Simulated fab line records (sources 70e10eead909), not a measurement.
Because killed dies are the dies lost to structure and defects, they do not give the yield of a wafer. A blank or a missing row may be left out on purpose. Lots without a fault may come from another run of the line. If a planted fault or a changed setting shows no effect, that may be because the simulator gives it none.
Which tool was responsible? | flow nand harc | 12 lots with 36 wafers sampled at 6 steps, on a route of 1159 steps

WHAT EACH GAUGE READ, for each wafer
NHARC_A_CONTACT_OVL_MEAS_70.
lot  | measured     | on         | overlay x nm (nm)
L076 | day 16 21:54 | overlay-02 | 1.0 1.3 0.4
L079 | day 17 07:35 | overlay-02 | -1.2 -0.7 -0.9
L077 | day 17 17:20 | overlay-02 | 1.2 1.3 1.4
L082 | day 18 03:57 | overlay-01 | 0.8 0.2 0.8
L084 | day 19 01:17 | overlay-01 | -0.9 -0.2 -0.8
L087 | day 19 15:46 | overlay-02 | 0.9 0.9 0.7
L088 | day 19 13:02 | overlay-02 | 1.3 1.4 1.9
L089 | day 20 03:46 | overlay-02 | 1.0 0.9 1.2
L090 | day 20 14:47 | overlay-01 | 0.0 0.1 0.4
L093 | day 21 04:11 | overlay-01 | -0.6 -0.2 -0.3
L095 | day 21 22:13 | overlay-01 | -1.7 -1.3 -1.0
L097 | day 22 11:19 | overlay-02 | 0.4 0.9 -0.5

TOOL THAT RAN EACH LOT (tool first, then ch and the chambers of the sampled wafers, then the start)
lot  | NHARC_A_STAIRCASE_STRIP_446          | NHARC_A_SGD_CUT_ETCH_59                       | NHARC_A_WL_FILL_ETCHBACK_16                   | NHARC_A_CONTACT_ETCH_49                       | NHARC_A_CONTACT_ETCH_102
L076 | plasma asher-01 ch 0,1, day 13 23:26 | rie diel-08 ch 0,1,2, day 16 18:41 or earlier | rie diel-09 ch 0,2,3, day 16 18:41 or earlier | rie diel-06 ch 0,2,3, day 16 18:41 or earlier | rie diel-11 ch 0,1,2, day 16 18:41
L079 | plasma asher-01 ch 0,1, day 14 08:14 | rie diel-08 ch 0,1,2, day 17 04:23 or earlier | rie diel-12 ch 0,2,3, day 17 04:23 or earlier | rie diel-11 ch 0,1,2, day 17 04:23 or earlier | rie diel-06 ch 2,3, day 17 04:23
L077 | plasma asher-02 ch 0,1, day 14 09:37 | rie diel-13 ch 0,3, day 17 12:30 or earlier   | rie diel-09 ch 1,3, day 17 12:30 or earlier   | rie diel-05 ch 0,1,3, day 17 12:30 or earlier | rie diel-11 ch 0,2, day 17 12:30
L082 | plasma asher-02 ch 0,1, day 14 22:19 | rie diel-07 ch 0,1,2, day 17 22:05 or earlier | rie diel-09 ch 1,2,3, day 17 22:05 or earlier | rie diel-05 ch 1,2,3, day 17 22:05 or earlier | rie diel-06 ch 2,3, day 17 22:05
L084 | plasma asher-02 ch 0, day 16 00:00   | rie diel-13 ch 0,2, day 18 22:12 or earlier   | rie diel-12 ch 1,3, day 18 22:12 or earlier   | rie diel-11 ch 1,2,3, day 18 22:12 or earlier | rie diel-05 ch 0,1,2, day 18 22:12
L087 | plasma asher-01 ch 0,1, day 16 20:07 | rie diel-13 ch 0,1,3, day 19 12:30 or earlier | rie diel-10 ch 0,1,3, day 19 12:30 or earlier | rie diel-05 ch 0,1,3, day 19 12:30 or earlier | rie diel-05 ch 0,2,3, day 19 12:30
L088 | plasma asher-01 ch 0, day 16 21:48   | rie diel-07 ch 0,1,2, day 19 09:49 or earlier | rie diel-12 ch 0,1, day 19 09:49 or earlier   | rie diel-11 ch 2,3, day 19 09:49 or earlier   | rie diel-11 ch 0,1,3, day 19 09:49
L089 | plasma asher-01 ch 0,1, day 17 09:34 | rie diel-08 ch 0,2,3, day 20 00:09 or earlier | rie diel-10 ch 0,1,2, day 20 00:09 or earlier | rie diel-06 ch 0,1,2, day 20 00:09 or earlier | rie diel-11 ch 0,1, day 20 00:09
L090 | plasma asher-01 ch 0,1, day 17 13:28 | rie diel-13 ch 0,1,3, day 20 11:42 or earlier | rie diel-10 ch 0,2, day 20 11:42 or earlier   | rie diel-11 ch 1,3, day 20 11:42 or earlier   | rie diel-05 ch 0,3, day 20 11:42
L093 | plasma asher-01 ch 0,1, day 18 02:37 | rie diel-13 ch 1,2,3, day 20 15:53 or earlier | rie diel-12 ch 1,2,3, day 20 15:53 or earlier | rie diel-06 ch 0,1, day 20 15:53              | rie diel-06 ch 0,2, day 20 19:44
L095 | plasma asher-02 ch 0,1, day 19 06:26 | rie diel-08 ch 1,2,3, day 21 18:59 or earlier | rie diel-12 ch 0,1,2, day 21 18:59 or earlier | rie diel-11 ch 1,2,3, day 21 18:59 or earlier | rie diel-05 ch 1,3, day 21 18:59
L097 | plasma asher-01 ch 1, day 19 17:11   | rie diel-08 ch 0,1,3, day 22 08:07 or earlier | rie diel-10 ch 0,3, day 22 08:07 or earlier   | rie diel-11 ch 1,2,3, day 22 08:07 or earlier | rie diel-06 ch 0,3, day 22 08:07
- NHARC_A_STAIRCASE_STRIP_446: strips in O2.
- NHARC_A_SGD_CUT_ETCH_59: etches the open film in N2/H2, target depth 260 nm, time 406.25 s.
- NHARC_A_WL_FILL_ETCHBACK_16: etches the open film in C4F8/O2/Ar, target depth 88 nm, time 17.6 s.
- NHARC_A_CONTACT_ETCH_49: etches the open film in N2/H2, target depth 260 nm, time 475.3 s.
- NHARC_A_CONTACT_ETCH_102: etches the open film in CF4/O2, target depth 70 nm, overetch 7 nm, time 38.5 s.

THE ANSWER, worked out from the rows above alone
Rule: the lots themselves supply what counts as usual. Put in order of their means at a reading, lots are off if they are a third of the lots or fewer, leave a main group of 4 or more, and stand apart from it by a gap of 3 or more times the standard deviation of the main group's means; of several such gaps the widest counts. If all means in a main group match to the digits the tables above print for the reading, that group is not used. Also off: a lot with no number at a reading for which 4 or more lots have one. All remaining lots with rows at the step are treated as sound.
No lot is off at any reading shown: from this, nothing can be told.

WHAT HAD BEEN PUT IN BY THE SIMULATOR
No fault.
